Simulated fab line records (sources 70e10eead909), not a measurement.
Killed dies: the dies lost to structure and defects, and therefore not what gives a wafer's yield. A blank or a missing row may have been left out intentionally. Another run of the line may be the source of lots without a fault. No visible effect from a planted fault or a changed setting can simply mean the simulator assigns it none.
fab line records	flow nandHarc
record: lots: 24	wafers: 72	lastDay: 32
route steps=1302 shown A_CONTACT@1045
lots untouched by any fault: they come from a run of this same line in which no faults occurred
startH: hours from the record's opening day to when the first of the lot's shown wafers began	waitH: hours since the lot's step before	" as in the row above	L1.1+2: a row that stands for several wafers	- value missing, or start not given	* or withheld: withheld	< > ~ a bound
route shown NAME@n: NAME is a module with steps in the file, n the number in the route of the first one	usual: mean/standard deviation taken from wafers without a fault	same: alike in all rows	chamber/n: place in a boat	sites: readings site by site	_std_site: their standard deviation	_edge_site: outer sites' mean less inner sites'	radiusMm: for every site, how far away it sits from the centre of the wafer	mask NAME#n: copy n	behind: tool/chamber where the wafer was last shaped	hold: why the lot was held/for how many hours/how that ended	device: whichever transistor did not switch (one of n, p or np)	end of line: tests of these same wafers at the route's end	for a step that has no rows: nothing shown but its recipe	killed: dies lost to structure and defects at the first sort, not the wafer's yield	map: a wafer's dies, x killed, . not, _ none there
set.NAME: the setting as run; set.NAME@STEP: as run at that earlier step	model.NAME: the simulator's own value behind a step, which no gauge read
steps of the route over a sample of lots; a table a step, a row a wafer
services: from which hour (startH, from the record's first day; less than 0 if before it) a tool's chamber was out of use, for how many hours, and why
== steps ==
step: NHARC_A_CONTACT_ETCH_77
recipe: targetDepthA: 1089	timeS: 54.5	cf4FlowSccm: 100	chf3FlowSccm: 30	arFlowSccm: 0	rfW: 500	biasW: 200	chemistry: CF4/CHF3
usual: drypumpMotorCurrentA: 5.6/0.51	oesProductAu: 0.934/0.02	rfVppV: 370.7/2.3	showerheadPlenumPTorr: 1.58/0.066	throttleValvePct: 16.802/0.0088
lot.wafer	tool	chamber	startH	waitH	drypumpMotorCurrentA	oesProductAu	rfHoursCounterH	rfVppV	showerheadPlenumPTorr	throttleValvePct
L074.2	rieDiel-04	3	-	-	5.0	0.913	24	367.5	1.47	16.793
L074.1	"	1	"	"	5.5	0.919	24	370.9	1.59	16.813
L074.6	"	3	"	"	5.0	0.921	-	367.1	1.47	16.797
L076.4	rieDiel-04	0	-	-	6.0	0.928	20	373.7	1.65	16.794
L076.1	"	2	"	"	6.4	0.919	25	367.2	1.52	16.778
L076.5	"	1	"	"	5.5	0.920	-	371.0	1.58	16.797
L075.4	rieDiel-04	2	-	-	6.4	0.924	26	367.3	1.52	16.804
L075.1	"	0	"	"	6.0	0.933	22	372.7	1.65	16.794
L075.5	"	3	"	"	5.0	0.947	-	367.8	1.47	16.809
L077.2	rieDiel-08	0	-	-	6.1	0.927	55	373.9	1.69	16.800
L077.5	"	3	"	"	5.1	0.915	-	373.5	1.60	16.794
L077.4	"	0	"	"	6.1	0.942	-	374.9	1.69	16.794
L078.2	rieDiel-08	0	-	-	6.1	0.929	56	373.7	1.69	16.798
L078.1	"	1	"	"	5.5	0.922	55	370.9	1.57	16.805
L078.6	"	0	"	"	6.1	0.932	-	373.4	1.69	16.788
L079.4	rieDiel-04	0	-	-	6.0	0.931	1	373.6	1.65	16.781
L079.2	"	1	"	"	5.5	0.906	2	371.2	1.58	16.807
L079.5	"	0	"	"	6.0	0.924	-	373.4	1.65	16.795
L080.1	rieDiel-04	2	-	-	6.4	0.923	4	368.2	1.51	16.809
L080.2	"	0	"	"	6.0	0.927	4	374.3	1.64	16.798
L080.6	"	2	"	"	6.4	0.909	-	368.4	1.51	16.781
L081.1	rieDiel-04	2	-	-	6.4	0.913	5	368.7	1.51	16.796
L081.4	"	3	"	"	5.0	0.919	5	368.5	1.47	16.809
L081.5	"	2	"	"	6.4	0.920	-	369.2	1.51	16.808
L082.4	rieDiel-04	3	-	-	5.0	0.912	6	368.3	1.47	16.805
L082.3	"	1	"	"	5.5	0.929	6	370.1	1.58	16.822
L082.5	"	3	"	"	5.0	0.923	-	366.5	1.47	16.810
L083.3	rieDiel-04	1	-	-	5.5	0.945	7	371.6	1.58	16.807
L083.4	"	2	"	"	6.3	0.954	8	369.3	1.51	16.801
L083.6	"	1	"	"	5.5	0.943	-	370.7	1.58	16.794
L084.1	rieDiel-08	2	-	-	6.3	0.949	21	368.8	1.56	16.812
L084.4	"	0	"	"	6.0	0.981	17	373.4	1.68	16.785
L084.5	"	1	"	"	5.5	0.941	-	370.6	1.57	16.806
L087.3	rieDiel-10	3	-	-	5.7	0.925	5	370.9	1.57	16.803
L087.1	"	0	"	"	5.0	0.958	7	372.9	1.67	16.798
L087.2	"	1	"	"	5.5	0.963	8	373.0	1.66	16.814
L085.3	rieDiel-04	1	-	-	5.5	0.927	13	371.3	1.58	16.798
L085.2	"	2	"	"	6.3	0.924	13	367.7	1.51	16.816
L085.6	"	0	"	"	6.0	0.934	-	373.0	1.64	16.798
L086.1	rieDiel-08	1	-	-	5.5	0.911	22	371.6	1.57	16.817
L086.4	"	3	"	"	5.1	0.927	31	372.0	1.59	16.808
L086.3	"	0	"	"	6.0	0.936	28	374.6	1.68	16.804
L090.4	rieDiel-08	3	-	-	5.1	0.934	38	371.4	1.59	16.808
L090.2	"	0	"	"	6.1	0.955	34	375.0	1.68	16.800
L090.5	"	3	"	"	5.1	0.932	-	370.6	1.59	16.792
L091.3	rieDiel-04	3	-	-	5.0	0.918	20	367.0	1.47	16.802
L091.2	"	0	"	"	6.0	0.920	18	372.2	1.64	16.800
L091.4	"	1	"	"	5.5	0.912	-	371.1	1.58	16.797
L089.4	rieDiel-04	0	-	-	6.0	0.956	20	371.8	1.64	16.806
L089.2	"	1	"	"	5.5	0.948	20	372.3	1.58	16.800
L089.5	"	3	"	"	5.0	0.952	-	367.4	1.47	16.806
L088.2	rieDiel-08	1	-	-	5.5	0.908	33	369.1	1.56	16.806
L088.5	"	3	"	"	5.1	0.930	-	370.0	1.59	16.811
L088.6	"	0	"	"	6.1	0.958	-	374.4	1.67	16.813
L093.2	rieDiel-04	3	-	-	5.0	0.922	25	366.0	1.47	16.826
L093.1	"	1	"	"	5.5	0.934	24	371.0	1.58	16.805
L093.5	"	3	"	"	5.0	0.921	-	366.8	1.47	16.794
L092.4	rieDiel-08	2	-	-	6.3	0.975	47	370.4	1.56	16.793
L092.2	"	3	"	"	5.1	0.989	46	370.6	1.59	16.798
L092.6	"	2	"	"	6.3	0.966	-	367.7	1.56	16.825
L095.2	rieDiel-10	2	-	-	5.1	0.940	28	373.0	1.67	16.812
L095.1	"	3	"	"	5.7	0.912	29	370.3	1.57	16.806
L095.6	"	0	"	"	5.0	0.925	-	374.2	1.66	16.798
L094.2	rieDiel-04	2	-	-	6.4	0.951	25	367.1	1.51	16.806
L094.3	"	3	"	"	5.0	0.946	28	367.2	1.47	16.796
L094.1	"	0	"	"	6.0	0.981	27	372.5	1.64	16.806
L097.3	rieDiel-10	0	-	-	5.0	0.979	37	374.2	1.66	16.799
L097.1	"	2	"	"	5.1	0.967	31	372.9	1.67	16.820
L097.5	"	0	"	"	5.0	0.981	-	374.2	1.66	16.783
L096.4	rieDiel-08	1	-	-	5.5	0.915	51	369.6	1.56	16.807
L096.1	"	0	"	"	6.1	0.962	54	374.5	1.67	16.804
L096.6	"	2	"	"	6.3	0.928	-	372.0	1.55	16.797
step: NHARC_A_CONTACT_ETCH_106
recipe: targetDepthA: 900	overetchA: 90	timeS: 49.5	ionEnergyEv: 100	cf4FlowSccm: 80	o2FlowSccm: 20	arFlowSccm: 0	rfW: 300	biasW: 100	chemistry: CF4/O2
usual: drypumpMotorCurrentA: 5.6/0.49	oes_f_703_au: 0.999/0.0048	oesProductAu: 0.997/0.014	rfVppV: 198.0/1.5	showerheadPlenumPTorr: 1.35/0.058	throttleValvePct: 13.397/0.009
lot.wafer	tool	chamber	startH	waitH	drypumpMotorCurrentA	oes_f_703_au	oesProductAu	rfHoursCounterH	rfVppV	showerheadPlenumPTorr	throttleValvePct
L074.2	rieDiel-08	1	510.84	0.3	5.5	0.998	0.992	46	197.8	1.34	13.386
L074.1	"	2	"	"	6.3	0.991	1.015	49	196.3	1.33	13.394
L074.6	"	0	"	"	6.1	1.005	1.014	-	199.0	1.44	13.378
L076.1	rieDiel-08	0	526.37	0.1	6.1	0.998	1.015	56	200.1	1.43	13.398
L076.4	"	1	"	"	5.5	0.999	0.997	-	197.7	1.34	13.392
L076.5	"	3	"	"	5.1	0.993	0.980	-	197.2	1.36	13.397
L075.1	rieDiel-04	1	528.82	0.1	5.5	1.000	1.002	29	197.8	1.34	13.401
L075.4	"	2	"	"	6.4	0.996	1.000	26	196.6	1.28	13.412
L075.5	"	0	"	"	6.0	0.994	1.000	-	200.9	1.40	13.408
L077.4	rieDiel-04	2	529.50	0.1	6.3	0.994	1.007	26	195.8	1.28	13.393
L077.2	"	3	"	"	5.0	1.000	0.993	28	196.5	1.25	13.398
L077.5	"	2	"	"	6.4	0.992	1.006	-	195.2	1.28	13.379
L078.1	rieDiel-08	1	532.81	0.2	5.5	1.002	0.998	55	198.3	1.34	13.393
L078.2	"	3	"	"	5.1	0.999	0.985	59	198.4	1.36	13.389
L078.6	"	0	"	"	6.0	0.996	1.020	-	199.7	1.43	13.390
L079.4	rieDiel-10	0	558.38	0.1	5.0	0.998	0.990	34	200.8	1.43	13.391
L079.2	"	2	"	"	5.1	1.006	1.006	36	200.7	1.43	13.387
L079.5	"	3	"	"	5.7	0.998	0.979	-	198.2	1.34	13.396
L080.2	rieDiel-08	2	574.83	0.1	6.3	1.000	1.006	9	196.2	1.33	13.391
L080.1	"	3	"	"	5.1	0.996	1.012	9	198.1	1.35	13.397
L080.6	"	1	"	"	5.5	0.996	0.987	-	197.3	1.33	13.385
L081.1	rieDiel-08	0	578.50	0.1	6.0	1.003	1.034	6	199.5	1.43	13.418
L081.4	"	0	"	"	6.0	1.001	1.029	-	200.3	1.43	13.401
L081.5	"	2	"	"	6.3	0.995	1.019	-	196.6	1.33	13.410
L082.4	rieDiel-04	3	586.01	0.1	5.0	1.004	0.992	7	196.3	1.25	13.394
L082.3	"	2	"	"	6.4	0.997	0.995	7	197.5	1.28	13.396
L082.5	"	0	"	"	6.0	1.004	1.003	-	199.6	1.40	13.395
L083.4	rieDiel-04	1	596.30	0.1	5.5	1.001	0.989	7	198.2	1.34	13.407
L083.3	"	2	"	"	6.4	1.002	0.995	9	196.5	1.28	13.403
L083.6	"	1	"	"	5.5	1.002	0.989	-	198.4	1.34	13.401
L084.4	rieDiel-10	3	608.85	0.1	5.8	0.997	0.959	0	197.6	1.34	13.383
L084.1	"	0	"	"	5.0	1.001	0.993	0	199.4	1.42	13.401
L084.5	"	2	"	"	5.1	1.000	1.015	-	199.3	1.42	13.388
L087.1	rieDiel-04	1	630.06	0.1	5.5	0.992	0.998	13	197.9	1.34	13.404
L087.3	"	2	"	"	6.3	1.000	0.999	14	195.8	1.28	13.416
L087.2	"	0	"	"	6.0	1.002	0.990	13	200.1	1.40	13.393
L085.3	rieDiel-04	3	632.34	0.1	5.0	0.997	0.971	15	195.3	1.24	13.395
L085.2	"	2	"	"	6.3	0.999	0.987	15	197.3	1.28	13.412
L085.6	"	0	"	"	6.0	0.998	0.994	-	199.8	1.40	13.385
L086.4	rieDiel-10	3	639.32	0.1	5.8	0.997	0.970	12	198.3	1.33	13.410
L086.3	"	0	"	"	5.0	0.995	0.999	13	198.7	1.42	13.384
L086.1	"	2	"	"	5.1	1.009	1.024	10	200.4	1.42	13.384
L090.4	rieDiel-08	3	660.48	0.1	5.1	0.995	1.001	39	198.3	1.35	13.380
L090.2	"	1	"	"	5.5	0.998	1.000	32	196.7	1.33	13.399
L090.5	"	2	"	"	6.4	1.000	0.998	-	198.0	1.32	13.418
L091.2	rieDiel-04	1	660.82	0.1	5.5	0.999	0.972	20	198.8	1.34	13.404
L091.4	"	2	"	"	6.3	1.002	0.996	18	196.6	1.28	13.394
L091.3	"	3	"	"	5.0	0.996	0.974	21	195.8	1.24	13.414
L089.4	rieDiel-10	3	666.10	0.1	5.8	0.999	0.966	18	197.7	1.33	13.399
L089.2	"	0	"	"	5.0	1.008	0.996	19	198.9	1.42	13.389
L089.5	"	0	"	"	5.0	0.993	0.996	-	200.3	1.42	13.405
L088.2	rieDiel-04	3	670.07	0.1	5.0	0.994	0.990	22	195.7	1.24	13.409
L088.6	"	1	"	"	5.5	0.994	0.986	-	197.9	1.34	13.396
L088.5	"	2	"	"	6.4	0.993	1.004	-	197.2	1.28	13.400
L093.2	rieDiel-04	0	685.15	0.1	6.0	0.999	1.003	25	199.0	1.39	13.394
L093.1	"	1	"	"	5.5	0.996	0.996	25	197.4	1.34	13.395
L093.5	"	3	"	"	5.0	1.013	0.992	-	195.4	1.24	13.391
L092.2	rieDiel-04	2	685.82	0.1	6.3	1.006	0.993	23	197.7	1.28	13.401
L092.4	"	3	"	"	5.0	1.006	0.989	26	197.3	1.24	13.395
L092.6	"	2	"	"	6.4	0.998	0.980	-	195.2	1.28	13.390
L095.1	rieDiel-04	3	703.92	0.1	5.0	1.001	1.002	29	195.7	1.24	13.388
L095.2	"	0	"	"	6.0	0.994	0.998	28	200.7	1.39	13.410
L095.6	"	0	"	"	6.0	1.000	1.013	-	199.3	1.39	13.408
L094.2	rieDiel-10	3	704.51	0.1	5.8	1.005	0.979	31	196.3	1.33	13.400
L094.1	"	0	"	"	5.0	1.002	0.997	36	199.0	1.41	13.401
L094.3	"	1	"	"	5.6	0.997	0.990	33	200.4	1.40	13.403
L097.1	rieDiel-08	2	712.87	0.1	6.3	0.997	1.012	58	198.5	1.32	13.396
L097.3	"	0	"	"	6.1	1.000	1.028	54	199.6	1.42	13.409
L097.5	"	1	"	"	5.5	1.006	0.991	-	197.6	1.32	13.406
L096.4	rieDiel-10	2	719.07	0.1	5.1	0.997	1.000	34	200.0	1.42	13.385
L096.1	"	0	"	"	5.0	1.002	0.996	40	199.4	1.41	13.393
L096.6	"	2	"	"	5.1	1.000	1.003	-	199.1	1.42	13.403
step: NHARC_A_CONTACT_DEP_85
recipe: targetThkA: 600	targetThkNm: 60	tempC: 400	pressureTorr: 3.5	flowSccm: 200	rfW: 350	material: SiON
usual: heaterPowerW: 771/64
lot.wafer	tool	chamber	startH	waitH	heaterPowerW
L074.2	pecvd-01	0	513.26	1.2	711
L074.1	"	1	"	"	846
L074.6	"	1	"	"	815
L076.1	pecvd-01	0	528.87	1.5	710
L076.4	"	1	"	"	791
L076.5	"	2	"	"	821
L075.1	pecvd-01	1	533.32	1.5	739
L075.4	"	1	"	"	754
L075.5	"	0	"	"	635
L077.2	pecvd-02	0	534.25	1.2	685
L077.5	"	1	"	"	721
L077.4	"	0	"	"	688
L078.1	pecvd-03	0	535.73	1.5	817
L078.2	"	2	"	"	889
L078.6	"	0	"	"	797
L079.2	pecvd-02	1	564.16	1.2	775
L079.5	"	1	"	"	776
L079.4	"	2	"	"	843
L080.2	pecvd-02	1	578.89	1.4	762
L080.1	"	2	"	"	812
L080.6	"	2	"	"	827
L081.1	pecvd-02	1	583.54	1.5	777
L081.4	"	2	"	"	757
L081.5	"	0	"	"	728
L082.3	pecvd-01	1	588.39	0.9	804
L082.5	"	1	"	"	809
L082.4	"	0	"	"	750
L083.3	pecvd-01	0	599.17	1.3	726
L083.4	"	1	"	"	785
L083.6	"	0	"	"	724
L084.1	pecvd-01	1	615.89	1.5	813
L084.4	"	1	"	"	821
L084.5	"	2	"	"	834
L087.3	pecvd-01	1	632.72	0.9	784
L087.2	"	2	"	"	837
L087.1	"	0	"	"	636
L085.3	pecvd-01	2	635.11	1.1	829
L085.2	"	0	"	"	706
L085.6	"	1	"	"	843
L086.1	pecvd-01	1	642.75	1.5	729
L086.3	"	0	"	"	723
L086.4	"	0	"	"	745
L090.2	pecvd-01	0	664.09	1.2	672
L090.4	"	1	"	"	715
L090.5	"	2	"	"	896
L091.3	pecvd-02	2	665.84	0.9	790
L091.2	"	0	"	"	781
L091.4	"	1	"	"	734
L089.2	pecvd-03	0	673.63	1.2	700
L089.4	"	0	"	"	719
L089.5	"	1	"	"	791
L088.2	pecvd-02	1	675.00	1.2	733
L088.5	"	0	"	"	739
L088.6	"	2	"	"	728
L093.2	pecvd-02	2	689.84	1.4	729
L093.1	"	0	"	"	758
L093.5	"	2	"	"	726
L092.2	pecvd-01	0	689.88	1.4	726
L092.6	"	2	"	"	843
L092.4	"	0	"	"	717
L095.2	pecvd-01	1	707.86	1.2	830
L095.1	"	2	"	"	792
L095.6	"	1	"	"	833
L094.3	pecvd-02	2	709.38	0.9	789
L094.1	"	0	"	"	695
L094.2	"	1	"	"	832
L097.1	pecvd-01	2	715.26	1.5	933
L097.3	"	0	"	"	705
L097.5	"	1	"	"	709
L096.1	pecvd-03	1	721.50	1.5	796
L096.4	"	2	"	"	839
L096.6	"	1	"	"	768
step: NHARC_A_CONTACT_CD_MEAS_08
recipe: targetCdNm: 200	landingEnergyEv: 500
usual: cdNm: 199.9/0.69
lot.wafer	tool	chamber	startH	waitH	cdNm
L074.1	cdSem-02	0	513.95	-	198.9
L074.2	"	0	"	"	198.8
L074.6	"	0	"	"	198.7
L076.1	cdSem-03	0	529.53	-	199.5
L076.4	"	0	"	"	200.3
L076.5	"	0	"	"	200.5
L075.1	cdSem-02	0	534.04	-	200.1
L075.4	"	0	"	"	200.3
L075.5	"	0	"	"	200.1
L077.2	cdSem-03	0	534.92	-	199.8
L077.4	"	0	"	"	198.9
L077.5	"	0	"	"	199.3
L078.1	cdSem-01	0	536.45	-	199.6
L078.2	"	0	"	"	198.9
L078.6	"	0	"	"	199.6
L079.2	cdSem-01	0	564.88	-	201.0
L079.4	"	0	"	"	199.9
L079.5	"	0	"	"	199.0
L080.1	cdSem-03	0	579.61	-	199.7
L080.2	"	0	"	"	199.1
L080.6	"	0	"	"	199.2
L081.1	cdSem-02	0	584.23	-	200.4
L081.4	"	0	"	"	200.5
L081.5	"	0	"	"	200.0
L082.3	cdSem-02	0	589.12	-	200.1
L082.4	"	0	"	"	200.8
L082.5	"	0	"	"	199.8
L083.3	cdSem-03	0	599.90	-	200.1
L083.4	"	0	"	"	200.1
L083.6	"	0	"	"	200.6
L084.1	cdSem-01	0	616.58	-	199.9
L084.4	"	0	"	"	199.9
L084.5	"	0	"	"	200.2
L087.1	cdSem-03	0	633.44	-	200.3
L087.2	"	0	"	"	200.3
L087.3	"	0	"	"	201.4
L085.2	cdSem-02	0	635.68	-	200.5
L085.3	"	0	"	"	200.2
L085.6	"	0	"	"	199.7
L086.1	cdSem-02	0	643.35	-	200.3
L086.3	"	0	"	"	200.1
L086.4	"	0	"	"	198.9
L090.2	cdSem-02	0	664.82	-	200.4
L090.4	"	0	"	"	199.7
L090.5	"	0	"	"	200.1
L091.2	cdSem-02	0	666.40	-	199.8
L091.3	"	0	"	"	200.3
L091.4	"	0	"	"	199.7
L089.2	cdSem-01	0	674.35	-	199.4
L089.4	"	0	"	"	199.5
L089.5	"	0	"	"	198.4
L088.2	cdSem-02	0	675.69	-	200.5
L088.5	"	0	"	"	198.4
L088.6	"	0	"	"	199.4
L093.1	cdSem-01	0	690.44	-	199.8
L093.2	"	0	"	"	199.0
L093.5	"	0	"	"	199.1
L092.2	cdSem-01	0	690.48	-	199.0
L092.4	"	0	"	"	199.8
L092.6	"	0	"	"	200.3
L095.1	cdSem-01	0	708.55	-	200.9
L095.2	"	0	"	"	199.2
L095.6	"	0	"	"	200.3
L094.1	cdSem-01	0	710.10	-	200.1
L094.2	"	0	"	"	200.8
L094.3	"	0	"	"	201.0
L097.1	cdSem-01	0	715.98	-	199.5
L097.3	"	0	"	"	200.5
L097.5	"	0	"	"	199.9
L096.1	cdSem-03	0	722.16	-	200.3
L096.4	"	0	"	"	200.0
L096.6	"	0	"	"	200.2
step: NHARC_A_CONTACT_ETCH_88
recipe: targetDepthA: 390	overEtchFrac: 0.3	timeS: 65	ionEnergyEv: 80	cf4FlowSccm: 150	arFlowSccm: 0	rfW: 300	biasW: 100	chemistry: CF4
usual: drypumpMotorCurrentA: 5.6/0.48	oesProductAu: 0.996/0.013	rfVppV: 151.5/1.2	showerheadPlenumPTorr: 1.79/0.076	throttleValvePct: 13.283/0.0096
lot.wafer	tool	chamber	startH	waitH	drypumpMotorCurrentA	oesProductAu	rfHoursCounterH	rfVppV	showerheadPlenumPTorr	throttleValvePct
L074.2	rieDiel-04	3	514.22	0.1	5.0	0.990	26	150.2	1.66	13.284
L074.1	"	0	"	"	6.1	1.009	19	151.2	1.85	13.262
L074.6	"	3	"	"	5.0	0.991	-	151.0	1.66	13.280
L076.1	rieDiel-10	1	529.81	0.1	5.5	0.996	15	152.7	1.87	13.268
L076.4	"	3	"	"	5.7	0.997	22	151.0	1.78	13.280
L076.5	"	1	"	"	5.5	1.001	-	153.2	1.87	13.284
L075.1	rieDiel-08	3	534.39	0.1	5.1	0.994	60	151.4	1.80	13.279
L075.4	"	0	"	"	6.0	1.021	-	152.8	1.89	13.289
L075.5	"	3	"	"	5.1	0.995	-	152.1	1.80	13.279
L077.2	rieDiel-08	0	535.56	0.1	6.1	1.018	58	151.7	1.89	13.279
L077.5	"	3	"	"	5.1	0.986	-	151.2	1.80	13.292
L077.4	"	0	"	"	6.1	1.017	-	152.8	1.89	13.288
L078.1	rieDiel-08	3	536.95	0.1	5.1	0.987	61	151.2	1.80	13.276
L078.2	"	1	"	"	5.5	1.000	57	152.3	1.77	13.300
L078.6	"	1	"	"	5.5	0.991	-	151.3	1.77	13.290
L079.2	rieDiel-08	2	565.38	0.3	6.4	1.012	6	152.5	1.76	13.262
L079.4	"	1	"	"	5.5	0.996	-	150.5	1.77	13.289
L079.5	"	2	"	"	6.3	1.007	-	150.7	1.76	13.284
L080.2	rieDiel-10	2	579.88	0.1	5.1	1.011	43	152.8	1.88	13.275
L080.1	"	3	"	"	5.8	0.965	41	152.2	1.77	13.293
L080.6	"	2	"	"	5.1	0.995	-	151.8	1.88	13.287
L081.4	rieDiel-08	3	584.51	0.1	5.1	1.017	13	151.5	1.79	13.297
L081.1	"	0	"	"	6.0	1.018	8	152.0	1.89	13.288
L081.5	"	1	"	"	5.5	0.989	-	151.3	1.77	13.278
L082.3	rieDiel-04	0	589.38	0.1	6.0	0.997	6	152.5	1.85	13.272
L082.4	"	3	"	"	5.0	0.980	7	150.2	1.66	13.284
L082.5	"	1	"	"	5.5	0.987	-	151.0	1.78	13.278
L083.3	rieDiel-04	0	600.17	0.1	6.0	1.003	8	152.1	1.85	13.291
L083.4	"	1	"	"	5.5	1.000	8	150.7	1.78	13.279
L083.6	"	0	"	"	6.0	1.006	-	152.2	1.85	13.288
L084.1	rieDiel-10	2	616.86	0.1	5.1	1.006	3	152.3	1.88	13.278
L084.4	"	1	"	"	5.5	0.982	5	151.8	1.86	13.287
L084.5	"	2	"	"	5.1	1.014	-	153.1	1.88	13.272
L087.1	rieDiel-04	2	633.71	0.1	6.4	0.996	15	151.0	1.70	13.295
L087.3	"	0	"	"	6.0	1.004	13	152.8	1.84	13.286
L087.2	"	1	"	"	5.5	0.993	13	150.8	1.78	13.278
L085.3	rieDiel-04	3	635.95	0.1	5.0	0.986	15	151.5	1.65	13.274
L085.2	"	0	"	"	6.0	0.996	14	151.8	1.84	13.276
L085.6	"	0	"	"	6.0	1.004	-	151.7	1.84	13.278
L086.3	rieDiel-10	2	643.63	0.1	5.1	1.006	13	152.0	1.88	13.294
L086.1	"	3	"	"	5.7	0.974	14	152.4	1.77	13.298
L086.4	"	0	"	"	5.0	0.987	15	152.8	1.87	13.290
L090.2	rieDiel-04	1	665.08	0.1	5.5	0.974	21	151.5	1.77	13.283
L090.4	"	3	"	"	5.0	0.984	21	149.0	1.65	13.286
L090.5	"	2	"	"	6.4	1.002	-	149.4	1.70	13.274
L091.4	rieDiel-04	3	666.67	0.1	5.0	0.982	22	149.1	1.65	13.274
L091.2	"	0	"	"	6.0	0.999	21	151.9	1.84	13.292
L091.3	"	2	"	"	6.4	0.991	20	151.0	1.70	13.273
L089.4	rieDiel-04	3	674.63	0.1	5.0	0.992	24	150.6	1.65	13.278
L089.2	"	0	"	"	6.0	1.000	23	152.3	1.84	13.295
L089.5	"	2	"	"	6.4	0.993	-	149.1	1.70	13.280
L088.2	rieDiel-10	1	675.97	0.1	5.5	0.988	21	151.8	1.86	13.287
L088.6	"	0	"	"	5.0	0.999	-	153.0	1.87	13.279
L088.5	"	1	"	"	5.5	0.984	-	152.4	1.86	13.257
L093.2	rieDiel-04	0	690.73	0.1	6.0	0.997	26	153.7	1.84	13.284
L093.1	"	1	"	"	5.5	1.001	26	151.3	1.77	13.287
L093.5	"	3	"	"	5.0	0.987	-	148.2	1.65	13.274
L092.2	rieDiel-08	0	690.75	0.1	6.0	1.032	47	151.7	1.88	13.294
L092.4	"	1	"	"	5.5	0.990	44	151.0	1.76	13.274
L092.6	"	0	"	"	6.0	1.027	-	151.7	1.88	13.276
L095.1	rieDiel-04	2	708.83	0.1	6.4	0.991	26	149.3	1.70	13.278
L095.2	"	3	"	"	5.0	0.989	29	148.9	1.65	13.286
L095.6	"	1	"	"	5.5	0.995	-	149.9	1.77	13.260
L094.1	rieDiel-10	3	710.37	0.1	5.7	0.985	33	152.3	1.76	13.277
L094.3	"	0	"	"	5.0	1.006	38	152.8	1.87	13.272
L094.2	"	1	"	"	5.5	0.985	35	152.0	1.85	13.286
L097.3	rieDiel-10	3	716.27	0.1	5.8	0.985	33	151.9	1.76	13.296
L097.1	"	0	"	"	5.0	0.994	39	152.2	1.87	13.281
L097.5	"	1	"	"	5.5	0.980	-	152.7	1.85	13.276
L096.1	rieDiel-04	2	722.43	0.1	6.3	1.012	0	151.1	1.70	13.284
L096.4	"	0	"	"	6.0	1.009	0	151.5	1.84	13.277
L096.6	"	3	"	"	4.9	0.975	-	148.5	1.65	13.295
step: NHARC_A_CONTACT_CD_MEAS_15
usual: cdNm: 190.0/0.73
lot.wafer	tool	chamber	startH	waitH	cdNm
L074.1	cdSem-01	-	517.37	-	190.7
L074.2	"	-	"	"	188.6
L074.6	"	-	"	"	188.8
L076.1	cdSem-03	-	532.94	-	189.8
L076.4	"	-	"	"	190.0
L076.5	"	-	"	"	190.0
L075.1	cdSem-03	-	538.13	-	189.0
L075.4	"	-	"	"	190.1
L075.5	"	-	"	"	189.8
L077.2	cdSem-01	-	538.94	-	189.9
L077.4	"	-	"	"	191.4
L077.5	"	-	"	"	191.2
L078.1	cdSem-02	-	540.85	-	190.4
L078.2	"	-	"	"	190.3
L078.6	"	-	"	"	190.1
L079.2	cdSem-01	-	568.75	-	190.1
L079.4	"	-	"	"	190.0
L079.5	"	-	"	"	190.6
L080.1	cdSem-03	-	583.52	-	189.8
L080.2	"	-	"	"	189.5
L080.6	"	-	"	"	189.1
L081.1	cdSem-02	-	587.60	-	189.8
L081.4	"	-	"	"	189.0
L081.5	"	-	"	"	189.4
L082.3	cdSem-02	-	592.99	-	190.2
L082.4	"	-	"	"	190.4
L082.5	"	-	"	"	189.6
L083.3	cdSem-01	-	603.28	-	188.6
L083.4	"	-	"	"	188.8
L083.6	"	-	"	"	189.4
L084.1	cdSem-03	-	619.95	-	190.7
L084.4	"	-	"	"	188.9
L084.5	"	-	"	"	189.2
L087.1	cdSem-03	-	637.03	-	190.4
L087.2	"	-	"	"	190.7
L087.3	"	-	"	"	191.4
L085.2	cdSem-01	-	639.05	-	189.7
L085.3	"	-	"	"	190.3
L085.6	"	-	"	"	190.3
L086.1	cdSem-01	-	646.74	-	190.2
L086.3	"	-	"	"	190.0
L086.4	"	-	"	"	189.2
L090.2	cdSem-02	-	668.72	-	188.5
L090.4	"	-	"	"	189.8
L090.5	"	-	"	"	189.5
L091.2	cdSem-01	-	669.77	-	191.7
L091.3	"	-	"	"	190.8
L091.4	"	-	"	"	190.0
L089.2	cdSem-03	-	677.73	-	189.9
L089.4	"	-	"	"	189.7
L089.5	"	-	"	"	189.2
L088.2	cdSem-01	-	679.17	-	191.0
L088.5	"	-	"	"	190.3
L088.6	"	-	"	"	191.1
L093.1	cdSem-01	-	693.82	-	190.2
L093.2	"	-	"	"	189.6
L093.5	"	-	"	"	189.9
L092.2	cdSem-03	-	694.81	-	190.4
L092.4	"	-	"	"	190.0
L092.6	"	-	"	"	189.9
L095.1	cdSem-03	-	711.93	-	190.5
L095.2	"	-	"	"	190.8
L095.6	"	-	"	"	189.9
L094.1	cdSem-01	-	713.47	-	191.3
L094.2	"	-	"	"	191.0
L094.3	"	-	"	"	190.3
L097.1	cdSem-01	-	719.36	-	191.0
L097.3	"	-	"	"	190.6
L097.5	"	-	"	"	190.3
L096.1	cdSem-03	-	725.53	-	189.7
L096.4	"	-	"	"	190.0
L096.6	"	-	"	"	189.8
== services ==
tool	chamber	startH	hours	kind
rieDiel-04	0	491.26	12.4	repair
rieDiel-10	-	491.56	33.9	repair
pecvd-01	-	491.97	0.3	repair
rieDiel-04	3	515.41	4.2	repair
pecvd-03	0	521.68	3.0	repair
rieDiel-04	-	531.90	9.0	pm
rieDiel-08	-	541.65	3.1	repair
rieDiel-08	-	544.84	9.0	pm
pecvd-03	-	547.45	13.0	pm
pecvd-03	-	575.30	91.9	repair
pecvd-01	0	580.86	3.9	repair
pecvd-02	2	585.28	3.6	repair
pecvd-02	-	589.30	13.0	pm
rieDiel-10	-	597.01	9.0	pm
pecvd-01	2	597.73	6.6	repair
rieDiel-08	1	607.41	5.6	repair
rieDiel-04	2	651.55	7.8	repair
pecvd-01	-	673.25	13.0	pm
rieDiel-10	3	676.89	4.7	repair
pecvd-03	2	694.11	9.8	repair
pecvd-03	-	700.73	0.5	repair
rieDiel-04	-	708.90	9.0	pm
pecvd-03	2	717.52	2.0	repair
rieDiel-08	-	721.84	9.0	pm
== key ==
fault none
